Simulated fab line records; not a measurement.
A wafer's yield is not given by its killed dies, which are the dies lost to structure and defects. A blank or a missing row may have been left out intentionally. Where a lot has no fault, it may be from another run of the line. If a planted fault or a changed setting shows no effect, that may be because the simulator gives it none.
fab line records | flow nand-harc
record lots=14 | wafers=40 | last-day=33
route steps=1302 shown A_M1@1180
lots that met no fault: from a run of the same line without faults
start-h: hours from the record's opening day to when the first of the lot's shown wafers began | wait-h: hours from the lot's prior step to this one | " as in the row above | L1.1+2: several wafers, shown together as one row | - value missing, or start not given | * or withheld: withheld | < > ~ a bound
route shown NAME@n: names a module that has steps shown in the file, with the first one's number in the route | usual: mean and standard deviation over wafers with no fault | same: alike in all rows | chamber/n: place in a boat | sites: readings site by site | _std_site: standard deviation of those values | _edge_site: outer sites' mean less inner sites' | radius-mm: for every site, how far away it sits from the centre of the wafer | mask NAME#n: copy n | behind: the last tool/chamber to shape the wafer | hold: why the lot was held/for how many hours/how that ended | device: the n, p or np transistor that did not switch | end of line: the same wafers' tests at the end of the route | a step without rows: its recipe alone | killed: count of dies lost to structure and defects at first sort (not the wafer's yield) | map: shows each die of a wafer: x if killed, . if not, _ if none is there
set.NAME: the run value of the setting; set.NAME@STEP: its run value at that earlier step | model.NAME: the simulator's own value behind a step, which no gauge read
route steps across a sampled set of lots; one table per step, one row per wafer
services: a tool's chamber out of use, with start hour (start-h, from the record's first day; less than 0 if before it), hours out, and reason
## steps
# step NHARC_A_M1_OVL_MEAS_10
# recipe pitch-nm=240
# usual overlay-x-nm=0.0/0.96 | overlay-y-nm=0.2/1.2
lot.wafer | tool       | chamber | start-h | wait-h | overlay-x-nm | overlay-y-nm
L981.3    | overlay-01 | -       | 517.30  | -      | -1.0         | -1.8
L981.5    | "          | -       | "       | "      | -0.4         | -1.1
L981.6    | "          | -       | "       | "      | -0.8         | -1.3
L982.1    | overlay-01 | -       | 529.67  | -      | -0.1         | -0.6
L982.5    | "          | -       | "       | "      | 0.3          | -1.1
L982.6    | "          | -       | "       | "      | 0.2          | -1.2
L983.1    | overlay-02 | -       | 538.85  | -      | -0.2         | -0.7
L983.3    | "          | -       | "       | "      | 0.0          | -0.6
L983.6    | "          | -       | "       | "      | -0.3         | -0.5
L986.1    | overlay-02 | -       | 570.70  | -      | -1.2         | 0.6
L986.2    | "          | -       | "       | "      | -0.9         | 1.2
L986.6    | "          | -       | "       | "      | -1.4         | 1.1
L988.4    | overlay-01 | -       | 589.83  | -      | -0.2         | 2.1
L988.5    | "          | -       | "       | "      | -1.1         | 1.8
L988.6    | "          | -       | "       | "      | -1.1         | 1.5
L989.2    | overlay-01 | -       | 607.18  | -      | 1.0          | 0.6
L989.4    | "          | -       | "       | "      | 2.0          | 0.6
L989.6    | "          | -       | "       | "      | 1.8          | 0.6
L990.1    | overlay-02 | -       | 631.70  | -      | 1.1          | -1.0
L990.2    | "          | -       | "       | "      | 1.6          | -1.4
L990.4    | "          | -       | "       | "      | 1.8          | -1.1
L994.1    | overlay-02 | -       | 639.72  | -      | 0.2          | -0.3
L994.3    | "          | -       | "       | "      | 0.9          | -0.5
L994.4    | "          | -       | "       | "      | 0.8          | -0.7
L993.1    | overlay-01 | -       | 641.92  | -      | 1.1          | 0.6
L993.5    | "          | -       | "       | "      | 1.6          | 0.5
L993.6    | "          | -       | "       | "      | 1.1          | 0.8
L996.1    | overlay-02 | -       | 658.86  | -      | -0.1         | -0.9
L996.2    | "          | -       | "       | "      | -0.5         | -0.4
L996.3    | "          | -       | "       | "      | 0.3          | -1.3
L997.2    | overlay-02 | -       | 683.04  | -      | -0.7         | 1.1
L997.5    | "          | -       | "       | "      | -0.8         | 1.6
L998.2    | overlay-01 | -       | 684.40  | -      | 1.0          | 0.7
L998.3    | "          | -       | "       | "      | 0.8          | 0.9
L100.1    | overlay-01 | -       | 714.28  | -      | -0.2         | -1.9
L100.3    | "          | -       | "       | "      | -0.3         | -2.0
L100.5    | "          | -       | "       | "      | 0.0          | -1.0
L104.4    | overlay-02 | -       | 747.53  | -      | -1.4         | 0.2
L104.5    | "          | -       | "       | "      | -1.3         | 0.2
L104.6    | "          | -       | "       | "      | -1.8         | 0.4
# step NHARC_A_M1_PRE_CLEAN_30
# recipe time-s=30 | temp-c=280 | gas=H2/He
# usual heater-power-w=419/39
lot.wafer | tool           | chamber | start-h | wait-h | heater-power-w
L981.3    | pvd-sputter-01 | -       | -       | -      | 385
L981.5    | "              | -       | "       | "      | 465
L981.6    | "              | -       | "       | "      | 384
L982.1    | pvd-sputter-01 | -       | -       | -      | 391
L982.6    | "              | -       | "       | "      | 376
L982.5    | "              | -       | "       | "      | 434
L983.1    | pvd-sputter-03 | -       | -       | -      | 374
L983.3    | "              | -       | "       | "      | 363
L983.6    | "              | -       | "       | "      | 390
L986.1    | pvd-sputter-03 | -       | -       | -      | 376
L986.2    | "              | -       | "       | "      | 429
L986.6    | "              | -       | "       | "      | 367
L988.4    | pvd-sputter-03 | -       | -       | -      | 359
L988.5    | "              | -       | "       | "      | 383
L988.6    | "              | -       | "       | "      | 433
L989.4    | pvd-sputter-02 | -       | -       | -      | 452
L989.2    | "              | -       | "       | "      | 404
L989.6    | "              | -       | "       | "      | 456
L990.1    | pvd-sputter-03 | -       | -       | -      | 379
L990.4    | "              | -       | "       | "      | 445
L990.2    | "              | -       | "       | "      | 363
L994.4    | pvd-sputter-03 | -       | -       | -      | 397
L994.3    | "              | -       | "       | "      | 430
L994.1    | "              | -       | "       | "      | 357
L993.1    | pvd-sputter-01 | -       | -       | -      | 394
L993.5    | "              | -       | "       | "      | 393
L993.6    | "              | -       | "       | "      | 447
L996.2    | pvd-sputter-02 | -       | -       | -      | 442
L996.1    | "              | -       | "       | "      | 377
L996.3    | "              | -       | "       | "      | 451
L997.2    | pvd-sputter-02 | -       | -       | -      | 462
L997.5    | "              | -       | "       | "      | 431
L998.2    | pvd-sputter-02 | -       | -       | -      | 457
L998.3    | "              | -       | "       | "      | 469
L100.3    | pvd-sputter-01 | -       | -       | -      | 441
L100.1    | "              | -       | "       | "      | 432
L100.5    | "              | -       | "       | "      | 387
L104.4    | pvd-sputter-01 | -       | -       | -      | 426
L104.6    | "              | -       | "       | "      | 464
L104.5    | "              | -       | "       | "      | 391
# step NHARC_A_M1_CMP_23
# recipe t-overpolish-s=20 | target-thk-nm=154.34
# usual edge-zone-pressure-frac=1.000/0.0045 | motor-current-A=12.3/1.2 | time-to-endpoint-s=29/3.7
lot.wafer | tool   | chamber | start-h | wait-h | edge-zone-pressure-frac | motor-current-A | time-to-endpoint-s
L981.3    | cmp-02 | 2       | 519.54  | -      | 1.003                   | 11.4            | 33
L981.6    | "      | 1       | "       | "      | 0.996                   | 14.2            | 29
L981.5    | "      | 2       | "       | "      | 1.004                   | 10.9            | 32
L982.1    | cmp-02 | 1       | 531.92  | -      | 0.992                   | 13.4            | 28
L982.5    | "      | 3       | "       | "      | 1.006                   | 13.6            | 28
L982.6    | "      | 0       | "       | "      | 1.008                   | 11.2            | 21
L983.1    | cmp-03 | 0       | 541.05  | -      | 0.997                   | 14.7            | 33
L983.3    | "      | 2       | "       | "      | 1.006                   | 10.8            | 34
L983.6    | "      | 1       | "       | "      | 0.998                   | 13.1            | 34
L986.2    | cmp-02 | 3       | 572.97  | -      | 1.010                   | 12.6            | 32
L986.1    | "      | 0       | "       | "      | 0.997                   | 11.1            | 22
L986.6    | "      | 3       | "       | "      | 1.005                   | 12.9            | 32
L988.4    | cmp-03 | 3       | 592.15  | -      | 0.993                   | 10.9            | 31
L988.5    | "      | 3       | "       | "      | 0.999                   | 10.9            | 31
L988.6    | "      | 0       | "       | "      | 1.004                   | 13.2            | 34
L989.2    | cmp-02 | 1       | 609.38  | -      | 0.997                   | 13.7            | 28
L989.4    | "      | 0       | "       | "      | 1.003                   | 11.3            | 25
L989.6    | "      | 2       | "       | "      | 1.002                   | 10.8            | 32
L990.1    | cmp-04 | 3       | 634.03  | -      | 1.004                   | 12.6            | 27
L990.4    | "      | 0       | "       | "      | 1.005                   | 12.8            | 28
L990.2    | "      | 1       | "       | "      | 1.000                   | 11.9            | 24
L994.1    | cmp-04 | 1       | 642.03  | -      | 0.995                   | 12.9            | 26
L994.4    | "      | 3       | "       | "      | 0.997                   | 13.9            | 29
L994.3    | "      | 0       | "       | "      | 1.005                   | 13.3            | 31
L993.1    | cmp-03 | 3       | 644.14  | -      | 0.997                   | 11.2            | 27
L993.6    | "      | 2       | "       | "      | 1.003                   | 10.4            | 33
L993.5    | "      | 3       | "       | "      | 0.991                   | 10.9            | 26
L996.1    | cmp-02 | 3       | 661.09  | -      | 1.000                   | 12.7            | 34
L996.2    | "      | 0       | "       | "      | 0.998                   | 11.0            | 23
L996.3    | "      | 1       | "       | "      | 0.999                   | 14.2            | 31
L997.2    | cmp-02 | 0       | 685.32  | -      | 0.993                   | 11.2            | 37
L997.5    | "      | 2       | "       | "      | 1.010                   | 10.2            | 33
L998.2    | cmp-02 | 0       | 686.66  | -      | 1.001                   | 11.4            | 37
L998.3    | "      | 1       | "       | "      | 1.000                   | 14.5            | 29
L100.1    | cmp-04 | 2       | 716.52  | -      | 1.006                   | 12.3            | 33
L100.3    | "      | 3       | "       | "      | 1.002                   | 13.0            | 30
L100.5    | "      | 2       | "       | "      | 0.993                   | 12.3            | 34
L104.4    | cmp-02 | 3       | 749.80  | -      | 1.005                   | 13.3            | 29
L104.6    | "      | 3       | "       | "      | 1.012                   | 12.4            | 30
L104.5    | "      | 0       | "       | "      | 1.001                   | 11.5            | 22
# step NHARC_A_M1_INSPECT_27
# usual raw-defect-count=526/110
lot.wafer | tool              | chamber | start-h | wait-h | raw-defect-count
L981.3    | defect-inspect-02 | -       | 519.98  | 0.0    | 545
L981.5    | "                 | -       | "       | "      | 521
L981.6    | "                 | -       | "       | "      | 459
L982.1    | defect-inspect-02 | -       | 532.34  | 0.0    | 489
L982.5    | "                 | -       | "       | "      | 575
L982.6    | "                 | -       | "       | "      | 594
L983.1    | defect-inspect-01 | -       | 541.53  | 0.0    | 459
L983.3    | "                 | -       | "       | "      | 462
L983.6    | "                 | -       | "       | "      | 423
L986.1    | defect-inspect-01 | -       | 573.44  | 0.0    | 470
L986.2    | "                 | -       | "       | "      | 732
L986.6    | "                 | -       | "       | "      | 386
L988.4    | defect-inspect-02 | -       | 592.63  | 0.0    | 399
L988.5    | "                 | -       | "       | "      | 369
L988.6    | "                 | -       | "       | "      | 514
L989.2    | defect-inspect-02 | -       | 609.85  | 0.0    | 471
L989.4    | "                 | -       | "       | "      | 534
L989.6    | "                 | -       | "       | "      | 425
L990.1    | defect-inspect-02 | -       | 634.47  | 0.0    | 616
L990.2    | "                 | -       | "       | "      | 675
L990.4    | "                 | -       | "       | "      | 685
L994.1    | defect-inspect-01 | -       | 642.50  | 0.0    | 610
L994.3    | "                 | -       | "       | "      | 583
L994.4    | "                 | -       | "       | "      | 552
L993.1    | defect-inspect-02 | -       | 644.61  | 0.1    | 553
L993.5    | "                 | -       | "       | "      | 420
L993.6    | "                 | -       | "       | "      | 341
L996.1    | defect-inspect-02 | -       | 661.53  | 0.0    | 732
L996.2    | "                 | -       | "       | "      | 451
L996.3    | "                 | -       | "       | "      | 553
L997.2    | defect-inspect-01 | -       | 685.70  | 0.0    | 4544
L997.5    | "                 | -       | "       | "      | 293
L998.2    | defect-inspect-02 | -       | 687.09  | 0.0    | 4909
L998.3    | "                 | -       | "       | "      | 888
L100.1    | defect-inspect-02 | -       | 716.97  | 0.0    | 488
L100.3    | "                 | -       | "       | "      | 411
L100.5    | "                 | -       | "       | "      | 422
L104.4    | defect-inspect-01 | -       | 750.27  | 0.0    | 508
L104.5    | "                 | -       | "       | "      | 517
L104.6    | "                 | -       | "       | "      | 410
# step NHARC_A_M1_DEP_33
# recipe target-thk-a=300 | temp-c=370 | target-thk-nm=30 | pressure-torr=3 | flow-sccm=200 | rf-w=450 | material=SiCN
# usual heater-power-w=596/68
lot.wafer | tool     | chamber | start-h | wait-h | heater-power-w
L981.3    | pecvd-01 | 0       | 520.22  | 0.1    | 683
L981.6    | "        | 1       | "       | "      | 711
L981.5    | "        | 2       | "       | "      | 677
L982.1    | pecvd-01 | 1       | 532.57  | 0.1    | 741
L982.5    | "        | 0       | "       | "      | 613
L982.6    | "        | 1       | "       | "      | 748
L983.1    | pecvd-04 | 0       | 541.68  | 0.1    | 587
L983.3    | "        | 2       | "       | "      | 581
L983.6    | "        | 1       | "       | "      | 517
L986.2    | pecvd-04 | 2       | 573.63  | 0.1    | 553
L986.1    | "        | 0       | "       | "      | 612
L986.6    | "        | 0       | "       | "      | 633
L988.5    | pecvd-04 | 0       | 592.90  | 0.2    | 630
L988.6    | "        | 1       | "       | "      | 553
L988.4    | "        | 2       | "       | "      | 604
L989.2    | pecvd-01 | 0       | 609.99  | 0.1    | 683
L989.4    | "        | 0       | "       | "      | 695
L989.6    | "        | 1       | "       | "      | 680
L990.1    | pecvd-01 | 2       | 634.66  | 0.1    | 653
L990.2    | "        | 0       | "       | "      | 700
L990.4    | "        | 2       | "       | "      | 670
L994.3    | pecvd-03 | 2       | 642.64  | 0.1    | 446
L994.1    | "        | 0       | "       | "      | 604
L994.4    | "        | 0       | "       | "      | 628
L993.1    | pecvd-01 | 2       | 644.84  | 0.1    | 639
L993.6    | "        | 1       | "       | "      | 679
L993.5    | "        | 2       | "       | "      | 654
L996.1    | pecvd-04 | 1       | 661.67  | 0.1    | 515
L996.2    | "        | 2       | "       | "      | 534
L996.3    | "        | 0       | "       | "      | 553
L997.2    | pecvd-04 | 2       | 685.94  | 0.1    | 596
L997.5    | "        | 1       | "       | "      | 559
L998.2    | pecvd-03 | 0       | 687.27  | 0.1    | 709
L998.3    | "        | 1       | "       | "      | 605
L100.3    | pecvd-04 | 0       | 717.15  | 0.1    | 608
L100.1    | "        | 1       | "       | "      | 546
L100.5    | "        | 1       | "       | "      | 529
L104.5    | pecvd-01 | 2       | 750.55  | 0.2    | 640
L104.4    | "        | 0       | "       | "      | 669
L104.6    | "        | 1       | "       | "      | 698
## services
tool           | chamber | start-h | hours | kind
cmp-04         | -       | 504.72  | 4.0   | pm
cmp-04         | -       | 516.93  | 0.8   | repair
pvd-sputter-03 | -       | 526.00  | 10.0  | pm
cmp-02         | -       | 526.57  | 4.0   | pm
cmp-04         | -       | 533.33  | 2.2   | repair
cmp-04         | -       | 545.61  | 0.4   | repair
cmp-03         | -       | 554.13  | 4.0   | pm
cmp-03         | -       | 561.17  | 2.1   | repair
pvd-sputter-01 | -       | 563.13  | 6.5   | repair
pvd-sputter-01 | -       | 588.40  | 10.0  | pm
pvd-sputter-02 | -       | 600.29  | 7.4   | repair
cmp-03         | -       | 601.50  | 1.8   | repair
cmp-04         | -       | 602.72  | 4.0   | pm
pvd-sputter-01 | -       | 603.30  | 0.6   | repair
cmp-02         | -       | 624.57  | 4.0   | pm
pvd-sputter-01 | -       | 631.36  | 3.2   | repair
pecvd-04       | -       | 631.37  | 13.0  | pm
pvd-sputter-02 | -       | 644.25  | 4.9   | repair
cmp-02         | -       | 662.04  | 0.7   | repair
cmp-02         | -       | 666.66  | 1.4   | repair
pecvd-01       | -       | 673.40  | 13.0  | pm
pvd-sputter-03 | -       | 704.00  | 10.0  | pm
cmp-02         | -       | 722.57  | 4.0   | pm
pecvd-04       | 2       | 747.37  | 5.4   | repair
## key
first-sign step=NHARC_A_M1_INSPECT_27 | reading=raw-defect-count | direction=up | sigmas=37 | usual=526 | struck=4726
effect none on later readings
met-at NHARC_A_M1_CMP_23
struck-lots L997,L998
struck-wafers L997.2,L998.2
later-rows-left-out L997.2,L998.2
sort-left-out L997.2,L998.2
not-acting-at NHARC_A_M1_OVL_MEAS_10,NHARC_A_M1_PRE_CLEAN_30,NHARC_A_M1_DEP_33
onset-between 661.09 685.32
fault kind=process-parameter-drift | tool=cmp-02 | chamber=- | onset-h=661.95 | steps=NHARC_A_M1_CMP_23 | channel=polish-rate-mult | offset=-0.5 | shape=step | end-h=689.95 | scope=struck-wafers-only
# sort-left-out: the simulated sort isn't trusted on such a fault, so these wafers' sort isn't shown, and their yield isn't known
# later-rows-left-out: the simulator's readings of these wafers behind a module that went badly wrong aren't trusted and aren't shown, but for the sort
